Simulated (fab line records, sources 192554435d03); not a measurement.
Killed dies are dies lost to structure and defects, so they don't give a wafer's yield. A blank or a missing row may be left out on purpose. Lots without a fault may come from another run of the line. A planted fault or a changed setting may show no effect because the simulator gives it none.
fab line records | flow n5_finfet
record lots=4 wafers=12 last_day=16
route steps=1938 shown BEOL_M4@1096 BEOL_M5@1112 PASSIVATION@1936
lots that met no fault: from a run of the same line without faults
start_h: hours from the record's first day to the start of the lot's first wafer shown | wait_h: hours since the lot's step before | " the same as in the row above | L1.1+2: a row that stands for several wafers | - no value, or no start given | * or withheld: withheld | < > ~ a bound
route shown NAME@n: a module of which the file shows steps, and the number in the route of the first | usual: mean/standard deviation of fault-free wafers | same: alike in all rows | chamber/n: place in a boat | sites: the reading at each site | _std_site: their standard deviation | _edge_site: outer sites' mean less inner sites' | radius_mm: how far each site lies from the wafer's centre | mask NAME#n: copy n | behind: the tool/chamber that last shaped the wafer | hold: why the lot was held/for how many hours/how that ended | device: the transistor (n, p or np) that didn't switch | end of line: the same wafers' tests at the end of the route | a step without rows: its recipe alone | killed: dies lost to structure and defects at the first sort, not the wafer's yield | map: a wafer's dies, x killed, . not, _ none there
set.NAME: the setting as run; set.NAME@STEP: as run at that earlier step | model.NAME: the simulator's own value behind a step, which no gauge read
lots at some steps of the route; a table a step, a row a wafer
services: from which hour (start_h, from the record's first day; less than 0 if before it) a tool's chamber was out of use, for how many hours, and why
## steps
# step N5_BEOL_M4_SPUTTER_92
# recipe material=Cu target_thk_a=45 temp_c=-20 chamber_pressure_pa=0.07 power_w=withheld time_s=8.29
# step N5_BEOL_M4_ANNEAL_93
# recipe temp_c=400 time_s=240 ambient=vacuum
# step N5_BEOL_M4_SPUTTER_94
# recipe material=Cu target_thk_a=45 temp_c=-20 chamber_pressure_pa=0.07 power_w=withheld time_s=8.29
# step N5_BEOL_M4_ANNEAL_95
# recipe temp_c=400 time_s=240 ambient=vacuum
# step N5_BEOL_M4_SPUTTER_96
# recipe material=Cu target_thk_a=45 temp_c=-20 chamber_pressure_pa=0.07 power_w=withheld time_s=8.29
# step N5_BEOL_M4_ECD_50
# recipe material=Cu target_thk_a=3000
# step N5_BEOL_M4_ANNEAL_51
# recipe temp_c=225 time_s=90 ambient=N2
# step N5_BEOL_M4_CMP_52
# recipe stop_on=SiOC t_overpolish_s=6.8 down_force_psi=1 platen_rpm=50 clearing_platen_down_force_psi=1.5 clearing_platen_rpm=50 post_cmp_clean=cu_alkaline target_thk_nm=40 clearing_platen_pad_velocity_m_s=0.99484 pad_velocity_m_s=0.99484
# step N5_BEOL_M4_PRE_CLEAN_60
# recipe gas=NH3/H2 time_s=15 temp_c=* rf_power_w=300
# step N5_BEOL_M4_CO_CAP_55
# recipe material=Co target_thk_a=20 temp_c=200 precursor=CCTBA/H2 pressure_torr=30 time_s=102.1
# step N5_BEOL_M4_PRE_CLEAN_56
# recipe gas=NH3 time_s=15 temp_c=withheld rf_power_w=300
# step N5_BEOL_M4_DEP_57
# recipe material=SiCN target_thk_a=80 temp_c=withheld precursor=3MS/NH3 pressure_torr=3 rf_w=202 time_s=14
# usual showerhead_plenum_p_Torr=3.666/0.018 throttle_valve_pct=9.0/0.67
# columns lot.wafer tool chamber start_h wait_h showerhead_plenum_p_Torr throttle_valve_pct
L525.1 pecvd-02 2 185.77 0.0 3.646 8.4
L525.4 " 2 " " 3.646 8.6
L525.6 " 1 " " 3.656 8.7
L533.1 pecvd-02 2 246.64 0.0 3.639 8.6
L533.5 " 2 " " 3.646 8.5
L533.6 " 0 " " 3.680 10.1
L535.1 pecvd-02 1 250.52 0.0 3.645 8.8
L535.3 " 0 " " 3.676 9.8
L535.5 " 0 " " 3.681 10.0
L541.3 pecvd-04 1 277.81 0.0 3.674 9.5
L541.4 " 0 " " 3.673 9.1
L541.6 " 2 " " 3.656 8.4
# step N5_BEOL_M4_INSPECT_59
# recipe inspect_instrument=darkfield mode=post_dep
# usual raw_defect_count=76/23
# columns lot.wafer tool chamber start_h wait_h raw_defect_count
L525.1 defect_inspect-02 - 185.86 0.0 66
L525.4 " - " " 84
L525.6 " - " " 78
L533.1 defect_inspect-01 - 246.73 0.0 1140
L533.5 " - " " 1111
L533.6 " - " " 1217
L535.1 defect_inspect-01 - 250.61 0.0 1137
L535.3 " - " " 1160
L535.5 " - " " 1201
L541.3 defect_inspect-01 - 277.91 0.0 47
L541.4 " - " " 85
L541.6 " - " " 69
# step N5_BEOL_M4_RC_MEAS_101
# usual DIBL_N=36.5/1.4 DIBL_P=36.9/1.7 IOFF_N=0.163/0.023 IOFF_P=0.22/0.032 ION_N=673/9 ION_P=462/7.5 SS_N=71.6/0.54 SS_P=73.4/0.62 VT_N=249.8/2.8 VT_P=-250/3.5
# columns lot.wafer tool chamber start_h wait_h DIBL_N[mV/V] DIBL_P[mV/V] IOFF_N[nA/um] IOFF_P[nA/um] ION_N[uA/um] ION_P[uA/um] SS_N[mV/dec] SS_P[mV/dec] VT_N[mV] VT_P[mV]
L525.1 prober-01 0 185.89 0.0 37.2 38.9 0.186 0.26 674 467 71.8 74.9 249.9 -246
L525.4 " 0 " " 37.2 39.2 0.184 0.26 680 470 71.3 74.1 250.4 -247
L525.6 " 0 " " 37.4 38.4 0.177 0.25 670 461 71.5 74.5 248.7 -246
L533.1 prober-02 0 246.76 0.0 37.3 38.7 0.190 0.22 684 462 72.1 73.4 245.6 -252
L533.5 " 0 " " 38.1 39.3 0.207 0.24 676 450 72.2 74.1 245.3 -251
L533.6 " 0 " " 37.2 38.3 0.183 0.21 676 451 72.1 73.3 247.5 -253
L535.1 prober-02 0 250.63 0.0 38.9 37.8 0.198 0.22 680 460 72.1 74.2 246.4 -250
L535.3 " 0 " " 37.4 35.6 0.162 0.19 681 453 71.9 73.0 250.4 -253
L535.5 " 0 " " 37.7 36.0 0.162 0.19 662 453 71.2 73.7 251.5 -254
L541.3 prober-01 0 278.24 0.3 34.9 37.1 0.153 0.22 675 473 71.8 73.9 251.9 -244
L541.4 " 0 " " 35.1 36.5 0.143 0.22 672 464 72.2 73.9 255.5 -249
L541.6 " 0 " " 34.1 35.7 0.139 0.20 670 467 70.9 72.9 253.1 -249
# step N5_BEOL_M5_ILD_DEP_00
# recipe material=SiCOH_lowk target_thk_a=1406.4 temp_c=300 precursor=DEMS/porogen pressure_torr=5 rf_w=500 time_s=25.9
# step N5_BEOL_M5_CURE_79
# recipe temp_c=385 time_s=240 ambient=He/Ar material=SiCOH_lowk
# step N5_BEOL_M5_PECVD_70
# recipe material=SiO2 target_thk_a=160 temp_c=400 precursor=TEOS/O2 pressure_torr=5.5 rf_w=450 teos_flow_sccm=53.8 gas=O2 flow_sccm=3000 time_s=18
# step N5_BEOL_M5_HM_DEP_02
# recipe material=TiN target_thk_a=200 temp_c=25 chamber_pressure_pa=0.49996
# step N5_BEOL_M5_COAT_59
# recipe resist=SOC temp_c=250 time_s=60 spin_rpm=1500 resist_thk_nm=60
# step N5_BEOL_M5_COAT_60
# recipe resist=SiARC temp_c=220 time_s=60 spin_rpm=1500 resist_thk_nm=12
# step N5_BEOL_M5_COAT_71
# recipe resist=underlayer temp_c=205 time_s=60 spin_rpm=1500 resist_thk_nm=5
# step N5_BEOL_M5_COAT_05
# recipe resist=CAR-EUV spin_rpm=1500 resist_thk_nm=30
# step N5_BEOL_M5_EBR_07
# recipe solvent=PGMEA ebr_width_mm=1.5
# step N5_BEOL_M5_SOFTBAKE_06
# recipe temp_c=110 time_s=60 resist=CAR-EUV
# step N5_BEOL_M5_EXPOSE_08
# recipe mask_id=M5 na=0.33 source_shape=annular sigma_inner=0.4 sigma_outer=0.8 polarization=unpolarized target_cd_nm=28 dose_mj=35.75
# step N5_BEOL_M5_PEB_09
# recipe peb_temp_c=100 peb_time_s=60 resist=CAR-EUV
# step N5_BEOL_M5_DEVELOP_10
# recipe develop_time_s=30 developer=TMAH resist=CAR-EUV rinse_liquid=surfactant_rinse dry=air_spin dev_temp_c=23
# step N5_BEOL_M5_INSPECT_13
# recipe mode=adi inspect_instrument=brightfield
# usual raw_defect_count=407/96
# columns lot.wafer tool chamber start_h wait_h raw_defect_count
L525.1 defect_inspect-02 - 187.99 0.1 536
L525.4 " - " " 608
L525.6 " - " " 428
L533.1 defect_inspect-01 - 250.39 0.1 1615
L533.5 " - " " 1490
L533.6 " - " " 1592
L535.1 defect_inspect-01 - 254.26 0.1 1862
L535.3 " - " " 1607
L535.5 " - " " 1642
L541.3 defect_inspect-02 - 280.96 0.0 239
L541.4 " - " " 419
L541.6 " - " " 281
# step N5_BEOL_M5_DESCUM_16
# recipe chemistry=O2 time_s=7 source_power_w=50 bias_power_w=20 pressure_mtorr=20 rf_frequency_hz=2.712e+07 temp_c=40 resist=CAR-EUV o2_flow_sccm=225
# step N5_BEOL_M5_ETCH_72
# recipe chemistry=N2/H2 target=underlayer target_depth_a=65 mask_material=CAR-EUV time_s=5.2 ion_energy_ev=200 pressure_mtorr=30 source_w=840 bias_w=150 n2_flow_sccm=200 h2_flow_sccm=200 ends=cleared
# step N5_BEOL_M5_ETCH_61
# recipe chemistry=CF4 target=SiARC target_depth_a=156 mask_material=CAR-EUV time_s=26 ion_energy_ev=80 pressure_mtorr=40 source_w=545 bias_w=36 Ar_flow_sccm=100 cf4_flow_sccm=100 ends=cleared
# step N5_BEOL_M5_ETCH_62
# recipe chemistry=N2/H2 target=SOC target_depth_a=750 overetch_a=150 mask_material=SiARC temp_c=40 time_s=112.5 ion_energy_ev=200 pressure_mtorr=30 source_w=840 bias_w=150 n2_flow_sccm=200 h2_flow_sccm=200
# step N5_BEOL_M5_STRIP_63
# recipe chemistry=N2/H2 temp_c=40 n2_flow_sccm=200 h2_flow_sccm=200 rf_frequency_hz=6e+07
# step N5_BEOL_M5_STRIP_73
# recipe chemistry=N2/H2 temp_c=40 n2_flow_sccm=200 h2_flow_sccm=200 rf_frequency_hz=6e+07
# step N5_BEOL_M5_STRIP_64
# recipe chemistry=CF4 resist=SiARC power_w=300 bias_power_w=75 pressure_mtorr=50 cf4_flow_sccm=150 rf_frequency_hz=6e+07
# step N5_BEOL_M5_HM_OPEN_17
# recipe chemistry=Cl2/BCl3 target_depth_a=200 overetch_a=60 target=TiN mask_material=SOC ion_energy_ev=150 pressure_mtorr=10 icp_w=1000 bias_w=126 Cl2_flow_sccm=53.25 bcl3_flow_sccm=21.75 Ar_flow_sccm=25
# step N5_BEOL_M5_STRIP_19
# recipe chemistry=O2 power_w=400 temp_c=40 pressure_mtorr=30 rf_frequency_hz=6e+07 bias_power_w=0 overash_fraction=0.2 o2_flow_sccm=225
# step N5_BEOL_M5_INSPECT_30
# recipe mode=adi inspect_instrument=brightfield
# usual raw_defect_count=411/100
# columns lot.wafer tool chamber start_h wait_h raw_defect_count
L525.1 defect_inspect-02 - 189.00 0.1 531
L525.4 " - " " 618
L525.6 " - " " 464
L533.1 defect_inspect-02 - 253.31 0.1 1647
L533.5 " - " " 1553
L533.6 " - " " 1635
L535.1 defect_inspect-01 - 255.73 0.1 1878
L535.3 " - " " 1646
L535.5 " - " " 1621
L541.3 defect_inspect-01 - 283.90 0.0 236
L541.4 " - " " 370
L541.6 " - " " 248
# step N5_PASSIVATION_PROBE_49
# usual defect_limited_yield=91.2/1.4 killed_at_M0_to_M3=35/11 killed_at_M4_up=12/4.2 killed_at_contacts=13/5.6 killed_at_front_end=40/12 killed_at_other=3.3/2.6 killed_dies=103/17 killed_on_rim=14/4.5 killed_open=68/12 killed_short=34/7.6 sort_bin_5_function=5.1/0.95 sort_bin_6_memory=3.3/0.68 sort_n_pass=1077/17 sort_yield_pct=91.2/1.4
# same gross_dies=1180 killed_at_back_side=0 sort_bin_4_leakage[%]=0 sort_bin_8_speed[%]=0
# columns lot.wafer tool chamber start_h wait_h defect_limited_yield[%] killed_at_M0_to_M3 killed_at_M4_up killed_at_contacts killed_at_front_end killed_at_other killed_dies killed_on_rim killed_open killed_short sort_bin_5_function[%] sort_bin_6_memory[%] sort_n_pass sort_yield_pct[%]
L533.1 prober-01 - 351.10 0.0 83.6 20 117 2 49 5 193 30 60 28 10.4 3.1 987 83.6
L533.5 prober-01 - 351.30 0.2 82.9 39 110 4 45 4 202 34 67 35 10.4 3.6 978 82.9
L533.6 prober-01 - 351.35 0.3 84.2 35 81 5 55 10 186 33 76 41 9.2 4.2 994 84.2
L535.1 prober-01 - 351.40 0.3 77.3 48 158 17 39 6 268 19 86 40 13.6 5.3 912 77.3
L535.3 prober-01 - 351.50 0.4 87.3 31 80 13 25 1 150 29 53 31 7.4 3.4 1030 87.3
L535.5 prober-01 - 351.60 0.5 87.6 31 76 13 25 1 146 25 54 26 6.2 3.7 1034 87.6
# killed by level:class
L533.1 BEOL_M4:unspecified=105 FIN_SAQP:geometric_particle:open=10 FIN_SAQP:geometric_particle:short=9 BEOL_M0_SAQP:geometric_particle:open=9 GATE_CUT:geometric_particle:short=8 BEOL_M4:geometric_particle:open=8 STI_FIN_REVEAL:geometric_particle:open=6 GATE_CUT:geometric_particle:open=6
L533.5 BEOL_M4:unspecified=99 FIN_SAQP:geometric_particle:open=11 FIN_SAQP:geometric_particle:short=11 BEOL_M2:geometric_particle:open=10 STI_FIN_REVEAL:geometric_particle:open=9 BEOL_M3:geometric_particle:open=6 BEOL_M0_SAQP:geometric_particle:open=5 BEOL_M4:geometric_particle:open=5
L533.6 BEOL_M4:unspecified=69 FIN_SAQP:geometric_particle:open=14 STI_FIN_REVEAL:geometric_particle:open=13 FIN_SAQP:geometric_particle:short=11 BEOL_M2:geometric_particle:open=10 BEOL_M4:geometric_particle:open=9 BEOL_M1:geometric_particle:open=8 BEOL_M0_SAQP:geometric_particle:short=6
L535.1 BEOL_M4:unspecified=141 BEOL_M0_SAQP:geometric_particle:open=16 BEOL_M0_SAQP:geometric_particle:short=14 MOL_CONTACT_COAG:geometric_particle:open=13 FIN_SAQP:geometric_particle:open=12 FIN_SAQP:geometric_particle:short=10 BEOL_M4:geometric_particle:open=10 STI_FIN_REVEAL:geometric_particle:open=6
L535.3 BEOL_M4:unspecified=66 MOL_CONTACT_COAG:geometric_particle:open=10 BEOL_M4:geometric_particle:open=10 BEOL_M0_SAQP:geometric_particle:open=8 BEOL_M0_SAQP:geometric_particle:short=7 BEOL_M2:geometric_particle:open=7 STI_FIN_REVEAL:geometric_particle:open=6 STARTING-WAFER:geometric_particle:short=5
L535.5 BEOL_M4:unspecified=65 MOL_CONTACT_COAG:geometric_particle:open=10 BEOL_M0_SAQP:geometric_particle:open=9 BEOL_M2:geometric_particle:open=8 BEOL_M0_SAQP:geometric_particle:short=5 BEOL_M4:geometric_particle:open=4 MOL_CONTACT_COAG:geometric_particle:short=3 BEOL_M2:geometric_particle:short=3
# map L533.5 (x killed, . not)
_________________xxxxxxxxxxx.________________
______________.xxxxxxxxxxxx.xxx._____________
___________.x.xxxxxxxxxxxxxxx......__________
__________...xxxxxxxxxxxxxxxx......._________
________.x...xxxxxxxxxxxxxxx..xx......_______
_______.......xxxxxxxxxxxxxxx..........______
______...........xxxxxxxx....x.........._____
_____.....x....x..xxxx.x...........xx...x____
____x.............xx..x...x...........x...___
___.xx......x.x..x.x.......................__
___.........x......x..x.......x.........xx.__
__.........................................._
__x........x............x...x.......x......._
_.......................x.x.....x.x..........
_.............x..x...........................
_.x..x...........x...x....x....x..x..........
_............x..x...........x......x.........
_...........................x....x.........x.
_.............x.xx.....x....................x
_......xx...............xx........x.........x
_.......xx..............x..............x.....
__......x..............x............x......._
__.x................x......................._
___.................x......................__
___......................x...xxx.....x.....__
____......x......x..............x.........___
_____..x..x............................xx____
______.....x.............x......x......._____
_______....................x.......x..x______
________............x................._______
__________...........x..........x..x_________
___________x........x.........x....__________
______________.x.....x.........._____________
_________________.x..........________________
# map L535.1 (x killed, . not)
_________________............________________
______________.x.......x........_____________
___________......................x.__________
__________..x..............x.....x.._________
________.x..xx...x.........x...x......_______
_______.x...........xxx........x.......______
______......x......x...................._____
_____..................x...xxxx.xxxx..xx.____
____.....x................x.xxxxxxxxx.x...___
___.x...................xxxxxxxxxxxx.......__
___.....................xxxxxxxxxxxxx.x....__
__...x.......x........xxxxxxxxxxxxxxxxx...x._
__....x...x............xxxxxxxxxxxxxxxx....._
_x.....x....x.x......x..xxxxxxxxxxxxxxx......
_.......................xxxxxxxxxxxxxxxxx....
_.x.x..x...x.x..x..x....xxxxxxxxxxxx.........
_..xx................xx.x.xxxxxxxxxxx........
_......x....................xxxxxxxx.........
_..x............x.x....x..x.xxxxx.x..x.....xx
_...........................x.xx.x.x......x..
_...x......................x.x....x...x......
__........xx................................_
__.x..............x.......x..xx..........x.._
___.xxx.......xx....x....x..x...........x..__
___...x.....xxx.x...x..............x.......__
____.....x............x.x..............x..___
_____..x...x.......x.......x..x..........____
______.x.x.................x.......x..xx_____
_______......x..x..x...................______
________.............xx......x........_______
__________x...............x........x_________
___________.....x........x......x.x__________
______________.............x.x.._____________
_________________..x.........________________
## services
# columns tool chamber start_h hours kind
pecvd-02 0 186.26 5.5 scheduled_down
pecvd-02 1 199.61 2.1 scheduled_down
pecvd-02 0 210.02 2.1 scheduled_down
pecvd-04 - 221.49 0.8 repair
pecvd-04 - 225.70 4.3 pm
## key
first_sign step=N5_BEOL_M4_INSPECT_59 reading=raw_defect_count direction=up sigmas=48 usual=76 struck=1161
effect step=N5_BEOL_M5_INSPECT_13 reading=raw_defect_count direction=up sigmas=13 usual=407 struck=1635
effect step=N5_BEOL_M5_INSPECT_30 reading=raw_defect_count direction=up sigmas=13 usual=411 struck=1663
effect step=N5_PASSIVATION_PROBE_49 reading=killed_at_M4_up direction=up sigmas=22 usual=12 struck=104
more_kills_born_at N5_BEOL_M4_DEP_57@pecvd-02=545
met_at N5_BEOL_M4_DEP_57
struck_wafers L533.1,L533.5,L533.6,L535.1,L535.3,L535.5
onset_between 185.77 246.64
fault kind=chamber_particle_source tool=pecvd-02 chamber=- onset_h=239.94 steps=N5_BEOL_M4_DEP_57 rate_per_visit_cm2=1.673 end_h=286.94
